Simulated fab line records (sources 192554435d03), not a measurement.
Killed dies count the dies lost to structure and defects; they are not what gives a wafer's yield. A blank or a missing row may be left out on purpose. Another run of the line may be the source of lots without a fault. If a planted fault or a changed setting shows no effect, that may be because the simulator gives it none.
fab line records	flow n5Finfet
record lots=24	wafers=72	lastDay=19
route steps=1938 shown BEOL_M5@1163 BEOL_M6@1198
lots untouched by any fault: they come from a run of this same line in which no faults occurred
startH: hours from the record's first day to the start of the lot's first wafer shown	waitH: hours since the lot's step before	" unchanged from the row above	L1.1+2: one row covering several wafers at once	- no value, or no start was given	* or withheld: withheld	< > ~ a bound
route shown NAME@n: a module of which the file shows steps, and the number in the route of the first	usual: the fault-free wafers' mean and standard deviation	same: alike in all rows	chamber/n: place in a boat	sites: readings site by site	_std_site: standard deviation of those values	_edge_site: the outer-site mean with the inner-site mean subtracted	radiusMm: how far each site lies from the wafer's centre	mask NAME#n: copy n	behind: the tool/chamber that last shaped the wafer	hold: the reason the lot was held/the length of the hold in hours/how it ended	device: transistor that didn't switch, given as n, p or np	end of line: at the end of the route, the tests of the same wafers	where a step has no rows: the recipe by itself	killed: count of dies lost to structure and defects at first sort (not the wafer's yield)	map: per-die view of a wafer (x killed, . not killed, _ where there is no die)
set.NAME: the setting that was run; set.NAME@STEP: the one run at that earlier step	model.NAME: the simulator's own value behind a step, which no gauge read
route steps across a sampled set of lots; one table per step, one row per wafer
services: the hour from which a tool's chamber was out of use, counted from the record's first day as startH (under 0 if before that day), plus the number of hours and why
## steps
# step N5_BEOL_M5_OCD_MEAS_38
# usual trenchDepthNm=71.8/1.1
lot.wafer	tool	chamber	startH	waitH	trenchDepthNm
L074.2	ocd-02	-	203.51	-	73.7
L074.3	"	-	"	"	70.5
L074.5	"	-	"	"	71.7
L075.2	ocd-02	-	207.13	-	71.4
L075.4	"	-	"	"	70.9
L075.6	"	-	"	"	70.8
L077.2	ocd-02	-	212.58	-	71.4
L077.4	"	-	"	"	71.0
L077.6	"	-	"	"	72.2
L078.2	ocd-02	-	229.62	-	69.9
L078.3	"	-	"	"	70.5
L078.5	"	-	"	"	70.7
L076.1	ocd-01	-	230.18	-	70.8
L076.2	"	-	"	"	72.1
L076.5	"	-	"	"	70.7
L079.1	ocd-02	-	230.60	-	72.8
L079.2	"	-	"	"	72.2
L079.4	"	-	"	"	73.0
L080.3	ocd-02	-	236.81	-	73.0
L080.5	"	-	"	"	70.7
L080.6	"	-	"	"	72.9
L081.2	ocd-02	-	239.70	-	72.5
L081.3	"	-	"	"	71.1
L081.5	"	-	"	"	70.4
L082.1	ocd-02	-	250.23	-	71.3
L082.3	"	-	"	"	71.2
L082.4	"	-	"	"	72.9
L083.1	ocd-01	-	256.10	-	68.9
L083.3	"	-	"	"	73.2
L083.5	"	-	"	"	73.1
L084.2	ocd-02	-	262.57	-	69.5
L084.4	"	-	"	"	70.6
L084.6	"	-	"	"	70.1
L086.1	ocd-02	-	262.77	-	72.7
L086.3	"	-	"	"	72.1
L086.4	"	-	"	"	71.0
L085.1	ocd-02	-	274.66	-	71.0
L085.4	"	-	"	"	71.4
L085.5	"	-	"	"	73.2
L087.1	ocd-02	-	279.93	-	70.1
L087.2	"	-	"	"	71.9
L087.5	"	-	"	"	72.9
L088.2	ocd-01	-	285.57	-	73.0
L088.3	"	-	"	"	71.9
L088.5	"	-	"	"	71.6
L089.2	ocd-01	-	288.91	-	73.0
L089.3	"	-	"	"	70.0
L089.4	"	-	"	"	72.1
L090.1	ocd-02	-	297.17	-	72.1
L090.3	"	-	"	"	70.7
L090.6	"	-	"	"	71.2
L091.2	ocd-01	-	307.13	-	70.7
L091.5	"	-	"	"	72.6
L091.6	"	-	"	"	71.1
L092.1	ocd-02	-	310.43	-	73.4
L092.5	"	-	"	"	73.7
L092.6	"	-	"	"	71.4
L093.2	ocd-01	-	316.51	-	71.4
L093.4	"	-	"	"	71.0
L093.6	"	-	"	"	72.7
L094.2	ocd-02	-	318.85	-	70.8
L094.5	"	-	"	"	72.8
L094.6	"	-	"	"	70.9
L095.2	ocd-02	-	323.29	-	71.1
L095.5	"	-	"	"	72.7
L095.6	"	-	"	"	71.6
L096.1	ocd-01	-	334.86	-	72.1
L096.3	"	-	"	"	72.9
L096.4	"	-	"	"	70.8
L097.2	ocd-01	-	347.10	-	71.9
L097.3	"	-	"	"	70.6
L097.5	"	-	"	"	70.9
# step N5_BEOL_M5_CD_MEAS_35
# recipe targetCdNm=28	targetCdYNm=24	polarity=opening
# usual cdNm=28.0/0.33
lot.wafer	tool	chamber	startH	waitH	cdNm
L074.2	cdSem-03	-	203.67	0.0	27.8
L074.3	"	-	"	"	28.2
L074.5	"	-	"	"	28.3
L075.2	cdSem-03	-	207.29	0.0	28.4
L075.4	"	-	"	"	28.2
L075.6	"	-	"	"	28.3
L077.2	cdSem-03	-	212.74	0.0	28.2
L077.4	"	-	"	"	28.3
L077.6	"	-	"	"	28.0
L078.2	cdSem-01	-	229.79	0.0	28.5
L078.3	"	-	"	"	28.2
L078.5	"	-	"	"	27.8
L076.1	cdSem-03	-	230.33	0.0	27.6
L076.2	"	-	"	"	28.2
L076.5	"	-	"	"	28.0
L079.1	cdSem-02	-	230.76	0.0	28.4
L079.2	"	-	"	"	28.3
L079.4	"	-	"	"	28.1
L080.3	cdSem-02	-	236.96	0.0	28.0
L080.5	"	-	"	"	28.2
L080.6	"	-	"	"	28.6
L081.2	cdSem-02	-	239.85	0.0	28.0
L081.3	"	-	"	"	27.9
L081.5	"	-	"	"	27.4
L082.1	cdSem-01	-	250.38	0.0	28.3
L082.3	"	-	"	"	28.3
L082.4	"	-	"	"	28.2
L083.1	cdSem-01	-	256.26	0.0	28.1
L083.3	"	-	"	"	28.7
L083.5	"	-	"	"	28.6
L084.2	cdSem-02	-	262.73	0.0	27.6
L084.4	"	-	"	"	27.9
L084.6	"	-	"	"	27.9
L086.1	cdSem-01	-	262.92	0.0	27.4
L086.3	"	-	"	"	27.9
L086.4	"	-	"	"	27.6
L085.1	cdSem-02	-	274.91	0.0	28.4
L085.4	"	-	"	"	28.1
L085.5	"	-	"	"	28.2
L087.1	cdSem-03	-	280.09	0.0	28.0
L087.2	"	-	"	"	27.5
L087.5	"	-	"	"	27.7
L088.2	cdSem-03	-	285.72	0.0	28.2
L088.3	"	-	"	"	27.9
L088.5	"	-	"	"	27.7
L089.2	cdSem-01	-	289.06	0.0	28.5
L089.3	"	-	"	"	29.0
L089.4	"	-	"	"	28.1
L090.1	cdSem-02	-	297.32	0.0	28.2
L090.3	"	-	"	"	28.5
L090.6	"	-	"	"	28.4
L091.2	cdSem-01	-	307.29	0.0	28.0
L091.5	"	-	"	"	27.9
L091.6	"	-	"	"	27.9
L092.1	cdSem-02	-	310.59	0.0	28.2
L092.5	"	-	"	"	28.1
L092.6	"	-	"	"	28.2
L093.2	cdSem-02	-	316.70	0.0	28.0
L093.4	"	-	"	"	27.6
L093.6	"	-	"	"	27.6
L094.2	cdSem-02	-	319.01	0.0	27.4
L094.5	"	-	"	"	27.9
L094.6	"	-	"	"	27.6
L095.2	cdSem-03	-	323.45	0.0	28.1
L095.5	"	-	"	"	28.1
L095.6	"	-	"	"	27.8
L096.1	cdSem-03	-	335.01	0.0	28.3
L096.3	"	-	"	"	28.5
L096.4	"	-	"	"	28.2
L097.2	cdSem-01	-	347.26	0.0	28.2
L097.3	"	-	"	"	28.3
L097.5	"	-	"	"	27.9
# step N5_BEOL_M5_SPUTTER_48
# recipe material=Cu	targetThkA=150	tempC=-20	chamberPressurePa=0.07	powerW=withheld	timeS=27.62
# usual throttleValvePct=30.2/1
# same timeS=27.62
lot.wafer	tool	chamber	startH	waitH	throttleValvePct
L074.2	pvdSputter-01	-	205.15	0.1	30.5
L074.3	"	-	"	"	30.8
L074.5	"	-	"	"	31.0
L075.2	pvdSputter-01	-	209.57	0.1	30.1
L075.4	"	-	"	"	30.2
L075.6	"	-	"	"	30.5
L077.2	pvdSputter-02	-	213.91	0.2	30.1
L077.4	"	-	"	"	29.0
L077.6	"	-	"	"	29.4
L078.2	pvdSputter-01	-	230.93	0.2	30.3
L078.3	"	-	"	"	30.9
L078.5	"	-	"	"	30.1
L076.1	pvdSputter-03	-	231.75	0.4	32.5
L076.2	"	-	"	"	29.3
L076.5	"	-	"	"	31.8
L079.1	pvdSputter-02	-	233.72	0.1	29.9
L079.2	"	-	"	"	30.1
L079.4	"	-	"	"	29.4
L080.3	pvdSputter-02	-	238.83	0.1	29.9
L080.5	"	-	"	"	28.9
L080.6	"	-	"	"	29.3
L081.2	pvdSputter-03	-	241.49	0.2	32.3
L081.3	"	-	"	"	29.3
L081.5	"	-	"	"	31.7
L082.1	pvdSputter-02	-	253.11	0.2	30.0
L082.3	"	-	"	"	30.0
L082.4	"	-	"	"	28.9
L083.1	pvdSputter-01	-	257.62	0.3	30.9
L083.3	"	-	"	"	30.5
L083.5	"	-	"	"	30.3
L084.2	pvdSputter-02	-	264.28	0.2	28.8
L084.4	"	-	"	"	30.2
L084.6	"	-	"	"	30.1
L086.1	pvdSputter-03	-	264.50	0.2	29.4
L086.3	"	-	"	"	31.6
L086.4	"	-	"	"	32.5
L085.1	pvdSputter-03	-	276.55	0.1	29.4
L085.4	"	-	"	"	29.8
L085.5	"	-	"	"	29.9
L087.1	pvdSputter-03	-	281.54	0.2	32.0
L087.2	"	-	"	"	30.0
L087.5	"	-	"	"	29.8
L088.2	pvdSputter-02	-	286.97	0.1	29.5
L088.3	"	-	"	"	28.8
L088.5	"	-	"	"	29.4
L089.2	pvdSputter-01	-	290.74	0.2	30.8
L089.3	"	-	"	"	30.2
L089.4	"	-	"	"	30.3
L090.1	pvdSputter-02	-	298.31	0.1	28.8
L090.3	"	-	"	"	30.0
L090.6	"	-	"	"	30.0
L091.2	pvdSputter-02	-	308.40	0.1	30.0
L091.5	"	-	"	"	29.4
L091.6	"	-	"	"	30.0
L092.1	pvdSputter-03	-	312.08	0.1	29.8
L092.5	"	-	"	"	31.6
L092.6	"	-	"	"	29.4
L093.2	pvdSputter-03	-	318.27	0.4	32.5
L093.4	"	-	"	"	29.3
L093.6	"	-	"	"	29.3
L094.2	pvdSputter-02	-	320.52	0.1	30.1
L094.5	"	-	"	"	29.5
L094.6	"	-	"	"	28.6
L095.2	pvdSputter-03	-	324.63	0.1	31.7
L095.5	"	-	"	"	31.8
L095.6	"	-	"	"	29.8
L096.1	pvdSputter-03	-	336.02	0.2	31.5
L096.3	"	-	"	"	29.9
L096.4	"	-	"	"	29.2
L097.2	pvdSputter-02	-	348.27	0.2	29.5
L097.3	"	-	"	"	29.3
L097.5	"	-	"	"	30.0
# step N5_BEOL_M6_HM_DEP_02
# recipe material=TiN	targetThkA=200	tempC=25	chamberPressurePa=0.49996
# usual throttleValvePct=30.3/0.98
lot.wafer	tool	chamber	startH	waitH	throttleValvePct
L074.2	pvdSputter-02	-	212.49	1.2	28.9
L074.3	"	-	"	"	29.6
L074.5	"	-	"	"	30.1
L075.2	pvdSputter-03	-	216.49	0.8	32.4
L075.4	"	-	"	"	29.4
L075.6	"	-	"	"	29.3
L077.2	pvdSputter-03	-	221.53	1.0	29.2
L077.4	"	-	"	"	29.9
L077.6	"	-	"	"	32.3
L078.2	pvdSputter-03	-	237.53	0.2	29.8
L078.3	"	-	"	"	32.5
L078.5	"	-	"	"	29.5
L076.1	pvdSputter-02	-	238.67	0.5	30.0
L076.2	"	-	"	"	29.6
L076.5	"	-	"	"	29.4
L079.1	pvdSputter-03	-	240.85	1.0	32.2
L079.2	"	-	"	"	29.6
L079.4	"	-	"	"	32.0
L080.3	pvdSputter-02	-	245.43	0.5	30.1
L080.5	"	-	"	"	29.0
L080.6	"	-	"	"	30.1
L081.2	pvdSputter-02	-	249.05	1.0	29.4
L081.3	"	-	"	"	30.0
L081.5	"	-	"	"	29.9
L082.1	pvdSputter-02	-	259.92	0.2	30.2
L082.3	"	-	"	"	29.0
L082.4	"	-	"	"	29.5
L083.1	pvdSputter-01	-	265.53	0.9	31.0
L083.3	"	-	"	"	30.4
L083.5	"	-	"	"	30.2
L084.2	pvdSputter-03	-	273.99	3.1	31.9
L084.4	"	-	"	"	32.5
L084.6	"	-	"	"	31.7
L086.1	pvdSputter-02	-	274.25	2.5	29.3
L086.3	"	-	"	"	30.1
L086.4	"	-	"	"	30.0
L085.1	pvdSputter-02	-	285.92	2.5	30.2
L085.4	"	-	"	"	30.2
L085.5	"	-	"	"	30.0
L087.1	pvdSputter-03	-	289.04	1.4	32.1
L087.2	"	-	"	"	29.4
L087.5	"	-	"	"	32.6
L088.2	pvdSputter-03	-	293.14	0.1	31.8
L088.3	"	-	"	"	30.1
L088.5	"	-	"	"	29.4
L089.2	pvdSputter-03	-	297.70	0.6	29.6
L089.3	"	-	"	"	31.5
L089.4	"	-	"	"	32.5
L090.1	pvdSputter-03	-	306.21	1.8	29.2
L090.3	"	-	"	"	32.5
L090.6	"	-	"	"	29.4
L091.2	pvdSputter-01	-	316.64	1.7	31.0
L091.5	"	-	"	"	30.4
L091.6	"	-	"	"	30.4
L092.1	pvdSputter-01	-	319.31	1.1	30.3
L092.5	"	-	"	"	31.0
L092.6	"	-	"	"	30.4
L093.2	pvdSputter-02	-	325.34	1.0	30.1
L093.4	"	-	"	"	30.0
L093.6	"	-	"	"	29.8
L094.2	pvdSputter-01	-	328.47	1.6	30.4
L094.5	"	-	"	"	30.3
L094.6	"	-	"	"	30.7
L095.2	pvdSputter-02	-	331.84	1.1	29.7
L095.5	"	-	"	"	30.0
L095.6	"	-	"	"	30.1
L096.1	pvdSputter-01	-	344.16	2.0	30.7
L096.3	"	-	"	"	30.8
L096.4	"	-	"	"	30.3
L097.2	pvdSputter-01	-	357.04	2.5	30.7
L097.3	"	-	"	"	30.3
L097.5	"	-	"	"	30.3
# step N5_BEOL_M6_DESCUM_16
# recipe chemistry=O2	timeS=7.9	sourcePowerW=50	biasPowerW=20	pressureMtorr=20	rfFrequencyHz=2.712e+07	tempC=40	resist=CAR-ArF	o2FlowSccm=225
# usual drypumpMotorCurrentA=5.9/0.53	oesProductAu=0.78/0.075	rfVppV=243.9/1.2	showerheadPlenumPTorr=2.14/0.056	throttleValvePct=20.43/0.18
# same timeS=7.9
lot.wafer	tool	chamber	startH	waitH	drypumpMotorCurrentA	oesProductAu	rfHoursCounterH	rfVppV	showerheadPlenumPTorr	throttleValvePct
L074.2	rieDiel-03	0	213.09	0.0	6.4	0.91	16	242.8	2.14	20.18
L074.3	"	3	"	"	6.1	0.75	168	244.4	2.08	20.51
L074.5	"	2	"	"	5.8	0.86	-	243.9	2.22	20.59
L075.2	rieDiel-05	3	216.99	0.1	6.4	0.71	202	242.7	2.16	20.62
L075.4	"	0	"	"	5.7	0.73	144	244.5	2.18	20.55
L075.6	"	0	"	"	5.7	0.73	-	243.8	2.18	20.55
L077.2	rieDiel-05	3	222.47	0.4	6.4	0.71	204	242.9	2.16	20.62
L077.4	"	2	"	"	5.9	0.69	-	244.2	2.16	20.30
L077.6	"	1	"	"	4.9	0.86	-	243.0	2.05	20.33
L078.2	rieDiel-03	2	238.12	0.0	5.8	0.84	52	245.3	2.22	20.59
L078.3	"	1	"	"	6.7	0.71	196	243.8	2.16	20.12
L078.5	"	0	"	"	6.4	0.88	-	244.3	2.14	20.22
L076.1	rieDiel-05	3	239.39	0.3	6.4	0.71	211	244.4	2.16	20.61
L076.2	"	1	"	"	4.9	0.85	71	242.9	2.05	20.35
L076.5	"	1	"	"	4.9	0.86	-	242.3	2.05	20.34
L079.1	rieDiel-02	1	241.44	0.0	5.0	0.85	59	241.7	2.04	20.37
L079.2	"	0	"	"	6.2	0.70	202	243.5	2.16	20.45
L079.4	"	2	"	"	6.0	0.93	12	243.7	2.23	20.37
L080.3	rieDiel-05	1	246.02	0.0	4.9	0.84	74	243.0	2.04	20.35
L080.5	"	2	"	"	5.9	0.68	-	243.4	2.16	20.32
L080.6	"	3	"	"	6.4	0.69	-	243.8	2.16	20.63
L081.2	rieDiel-03	3	249.68	0.1	6.1	0.74	182	242.4	2.08	20.51
L081.3	"	1	"	"	6.7	0.72	200	244.3	2.16	20.12
L081.5	"	0	"	"	6.4	0.87	-	245.0	2.14	20.21
L082.1	rieDiel-05	3	260.51	0.0	6.4	0.70	220	244.7	2.15	20.63
L082.3	"	1	"	"	4.9	0.83	81	242.3	2.04	20.35
L082.4	"	1	"	"	4.9	0.83	-	240.9	2.04	20.35
L083.1	rieDiel-03	1	266.12	0.0	6.7	0.71	207	243.6	2.16	20.14
L083.3	"	3	"	"	6.1	0.73	189	243.4	2.08	20.53
L083.5	"	2	"	"	5.8	0.83	-	245.5	2.21	20.62
L084.2	rieDiel-05	2	274.46	0.0	5.9	0.95	3	245.8	2.15	20.01
L084.4	"	3	"	"	6.4	0.69	224	243.6	2.15	20.65
L084.6	"	1	"	"	4.9	0.84	-	243.2	2.04	20.37
L086.1	rieDiel-02	0	274.83	0.0	6.2	0.69	214	245.1	2.15	20.45
L086.3	"	2	"	"	6.1	0.89	23	245.8	2.22	20.38
L086.4	"	3	"	"	5.8	0.79	125	244.5	2.18	20.59
L085.1	rieDiel-02	3	286.86	0.4	5.8	0.79	129	243.9	2.18	20.58
L085.4	"	2	"	"	6.0	0.89	27	247.5	2.22	20.37
L085.5	"	1	"	"	5.0	0.84	-	242.4	2.04	20.39
L087.1	rieDiel-02	3	289.77	0.2	5.8	0.80	130	246.6	2.18	20.59
L087.2	"	1	"	"	5.0	0.83	75	243.7	2.04	20.37
L087.5	"	0	"	"	6.2	0.70	-	244.8	2.15	20.47
L088.2	rieDiel-03	0	293.73	0.0	6.4	0.86	43	243.4	2.13	20.22
L088.3	"	3	"	"	6.1	0.72	200	241.7	2.07	20.55
L088.5	"	1	"	"	6.7	0.70	-	244.2	2.15	20.16
L089.2	rieDiel-05	1	298.20	0.1	4.9	0.83	89	243.0	2.04	20.36
L089.3	"	2	"	"	5.9	0.93	10	245.9	2.15	20.02
L089.4	"	0	"	"	5.7	0.71	172	244.4	2.17	20.59
L090.1	rieDiel-05	1	306.84	0.2	4.9	0.82	91	240.9	2.04	20.35
L090.3	"	0	"	"	5.6	0.71	175	242.7	2.17	20.56
L090.6	"	2	"	"	6.0	0.92	-	243.6	2.15	20.03
L091.2	rieDiel-05	0	317.13	0.0	5.7	0.70	179	245.9	2.17	20.60
L091.5	"	0	"	"	5.7	0.69	-	244.4	2.17	20.57
L091.6	"	1	"	"	4.9	0.81	-	241.4	2.04	20.37
L092.1	rieDiel-03	1	319.90	0.0	6.7	0.69	222	243.5	2.15	20.17
L092.5	"	1	"	"	6.7	0.70	-	245.0	2.15	20.16
L092.6	"	0	"	"	6.4	0.83	-	244.8	2.13	20.25
L093.2	rieDiel-03	3	326.33	0.5	6.1	0.72	215	242.3	2.07	20.58
L093.4	"	2	"	"	5.8	0.81	89	245.2	2.20	20.65
L093.6	"	1	"	"	6.7	0.70	-	243.5	2.15	20.16
L094.2	rieDiel-03	3	329.61	0.6	6.1	0.71	216	242.5	2.07	20.58
L094.5	"	1	"	"	6.7	0.69	-	243.6	2.15	20.16
L094.6	"	0	"	"	6.4	0.84	-	245.2	2.13	20.25
L095.2	rieDiel-02	0	333.43	1.0	6.2	0.68	234	242.7	2.15	20.50
L095.5	"	0	"	"	6.2	0.68	-	245.2	2.15	20.50
L095.6	"	3	"	"	5.8	0.77	-	244.4	2.18	20.62
L096.1	rieDiel-02	3	344.74	0.0	5.8	0.77	151	244.8	2.17	20.63
L096.3	"	2	"	"	6.0	0.86	49	246.1	2.21	20.42
L096.4	"	0	"	"	6.2	0.68	239	243.1	2.14	20.50
L097.2	rieDiel-03	0	357.63	0.0	6.4	0.82	72	243.3	2.12	20.27
L097.3	"	3	"	"	6.1	0.70	228	241.9	2.06	20.60
L097.5	"	2	"	"	5.8	0.79	-	244.8	2.20	20.69
# step N5_BEOL_M6_STRIP_19
# recipe chemistry=O2	powerW=400	tempC=40	pressureMtorr=30	rfFrequencyHz=6e+07	biasPowerW=0	overashFraction=0.2	o2FlowSccm=225
# usual drypumpMotorCurrentA=5.9/0.53	oesProductAu=0.79/0.076	rfVppV=3.7/0.58	showerheadPlenumPTorr=2.15/0.061	throttleValvePct=16.67/0.17
lot.wafer	tool	chamber	startH	waitH	drypumpMotorCurrentA	oesProductAu	rfHoursCounterH	rfVppV	showerheadPlenumPTorr	throttleValvePct
L074.2	rieDiel-03	1	213.48	0.1	6.7	0.73	189	3.1	2.17	16.42
L074.3	"	0	"	"	6.4	0.91	16	3.8	2.15	16.39
L074.5	"	3	"	"	6.1	0.75	-	3.5	2.09	16.74
L075.2	rieDiel-02	2	217.38	0.1	6.1	0.95	4	4.0	2.23	16.53
L075.4	"	3	"	"	5.8	0.81	106	4.0	2.20	16.79
L075.6	"	1	"	"	5.0	0.87	-	4.2	2.05	16.57
L077.2	rieDiel-02	3	222.95	0.1	5.8	0.81	107	3.4	2.19	16.78
L077.4	"	0	"	"	6.2	0.71	197	4.6	2.16	16.70
L077.6	"	1	"	"	5.0	0.86	-	3.8	2.05	16.57
L078.2	rieDiel-02	1	238.52	0.1	5.0	0.84	57	2.9	2.05	16.56
L078.3	"	0	"	"	6.1	0.71	201	3.4	2.16	16.69
L078.5	"	0	"	"	6.1	0.72	-	4.3	2.16	16.72
L076.1	rieDiel-05	2	239.78	0.1	5.9	0.69	250	3.5	2.16	16.63
L076.2	"	3	"	"	6.3	0.71	211	4.5	2.16	16.93
L076.5	"	3	"	"	6.4	0.70	-	3.3	2.16	16.90
L079.1	rieDiel-02	0	241.84	0.1	6.1	0.70	202	3.0	2.16	16.70
L079.2	"	2	"	"	6.0	0.91	12	4.4	2.23	16.59
L079.4	"	3	"	"	5.8	0.80	113	3.5	2.19	16.78
L080.3	rieDiel-05	2	246.41	0.1	5.9	0.68	253	3.5	2.16	16.63
L080.5	"	0	"	"	5.6	0.71	-	4.6	2.18	16.83
L080.6	"	3	"	"	6.4	0.69	-	3.8	2.16	16.90
L081.2	rieDiel-02	1	250.07	0.1	4.9	0.85	61	2.4	2.04	16.57
L081.3	"	3	"	"	5.8	0.80	116	4.2	2.19	16.80
L081.5	"	0	"	"	6.2	0.71	-	4.3	2.16	16.72
L082.1	rieDiel-05	3	260.89	0.1	6.4	0.69	220	4.0	2.16	16.93
L082.3	"	0	"	"	5.7	0.71	158	3.7	2.18	16.82
L082.4	"	0	"	"	5.7	0.72	-	3.3	2.18	16.82
L083.1	rieDiel-03	3	266.51	0.1	6.2	0.74	189	3.1	2.08	16.78
L083.3	"	1	"	"	6.7	0.72	207	4.2	2.16	16.45
L083.5	"	1	"	"	6.7	0.71	-	2.4	2.16	16.45
L084.2	rieDiel-03	1	274.85	0.1	6.7	0.71	210	3.9	2.16	16.44
L084.4	"	2	"	"	5.8	0.84	65	3.1	2.22	16.80
L084.6	"	1	"	"	6.7	0.70	-	3.7	2.16	16.44
L086.1	rieDiel-03	0	275.41	0.3	6.4	0.86	36	3.9	2.14	16.45
L086.3	"	3	"	"	6.1	0.72	192	3.3	2.08	16.78
L086.4	"	1	"	"	6.7	0.70	210	3.0	2.16	16.45
L085.1	rieDiel-03	2	287.43	0.3	5.8	0.83	71	3.8	2.21	16.81
L085.4	"	3	"	"	6.1	0.72	198	4.1	2.08	16.81
L085.5	"	3	"	"	6.1	0.72	-	3.0	2.08	16.80
L087.1	rieDiel-05	1	290.25	0.2	4.9	0.84	86	3.1	2.04	16.58
L087.2	"	0	"	"	5.7	0.72	169	3.5	2.17	16.85
L087.5	"	0	"	"	5.7	0.71	-	4.1	2.17	16.84
L088.2	rieDiel-02	3	294.21	0.1	5.8	0.79	131	3.5	2.19	16.84
L088.3	"	1	"	"	5.0	0.82	76	4.2	2.04	16.60
L088.5	"	2	"	"	6.0	0.88	-	3.2	2.22	16.61
L089.2	rieDiel-02	3	298.59	0.1	5.8	0.78	132	2.8	2.19	16.81
L089.3	"	2	"	"	6.0	0.88	30	4.5	2.22	16.60
L089.4	"	0	"	"	6.2	0.70	221	4.1	2.16	16.75
L090.1	rieDiel-05	1	307.24	0.1	4.9	0.81	91	3.6	2.04	16.58
L090.3	"	2	"	"	5.9	0.91	13	4.3	2.15	16.22
L090.6	"	1	"	"	4.9	0.83	-	3.7	2.04	16.58
L091.2	rieDiel-03	0	317.52	0.1	6.4	0.85	54	3.9	2.13	16.45
L091.5	"	1	"	"	6.7	0.71	-	3.0	2.16	16.49
L091.6	"	0	"	"	6.4	0.85	-	3.8	2.13	16.46
L092.1	rieDiel-03	3	320.29	0.1	6.2	0.72	212	4.2	2.07	16.82
L092.5	"	2	"	"	5.8	0.80	-	3.9	2.21	16.84
L092.6	"	1	"	"	6.7	0.71	-	4.4	2.16	16.47
L093.2	rieDiel-02	0	326.90	0.3	6.2	0.68	231	4.2	2.15	16.75
L093.4	"	2	"	"	6.0	0.87	40	4.3	2.22	16.62
L093.6	"	1	"	"	5.0	0.82	-	3.0	2.04	16.66
L094.2	rieDiel-03	0	330.23	0.3	6.4	0.83	60	3.4	2.13	16.43
L094.5	"	1	"	"	6.7	0.70	-	4.6	2.15	16.49
L094.6	"	2	"	"	5.8	0.81	-	3.3	2.21	16.86
L095.2	rieDiel-03	2	333.88	0.1	5.8	0.82	92	3.3	2.21	16.88
L095.5	"	0	"	"	6.4	0.84	-	3.5	2.13	16.48
L095.6	"	3	"	"	6.1	0.72	-	2.4	2.07	16.83
L096.1	rieDiel-02	0	345.14	0.1	6.1	0.68	239	4.1	2.15	16.78
L096.3	"	3	"	"	5.8	0.79	151	3.8	2.18	16.86
L096.4	"	1	"	"	5.0	0.82	95	3.0	2.03	16.66
L097.2	rieDiel-05	3	358.02	0.1	6.4	0.68	249	4.2	2.15	16.97
L097.3	"	2	"	"	5.9	0.88	27	3.8	2.15	16.24
L097.5	"	3	"	"	6.4	0.68	-	4.2	2.15	16.99
## services
tool	chamber	startH	hours	kind
pvdSputter-02	-	186.11	7.3	repair
rieDiel-02	2	187.65	-	clean
rieDiel-02	2	187.65	-	consumableReplace:focusRing
rieDiel-02	2	187.65	-	consumableReplace:showerhead
rieDiel-02	2	187.65	18.9	scheduledDown
rieDiel-02	2	187.65	18.9	ventCycle
rieDiel-05	3	191.40	1.4	repair
rieDiel-03	1	222.81	2.7	repair
rieDiel-02	0	236.29	1.6	repair
rieDiel-05	2	248.47	1.5	repair
rieDiel-05	2	250.18	-	clean
rieDiel-05	2	250.18	-	consumableReplace:focusRing
rieDiel-05	2	250.18	13.4	scheduledDown
rieDiel-05	2	250.18	13.4	ventCycle
rieDiel-03	0	253.76	5.9	repair
rieDiel-05	1	276.26	3.2	repair
pvdSputter-01	-	283.92	0.7	repair
rieDiel-05	-	322.76	14.6	pm
rieDiel-05	0	341.64	21.4	repair
## key
fault none
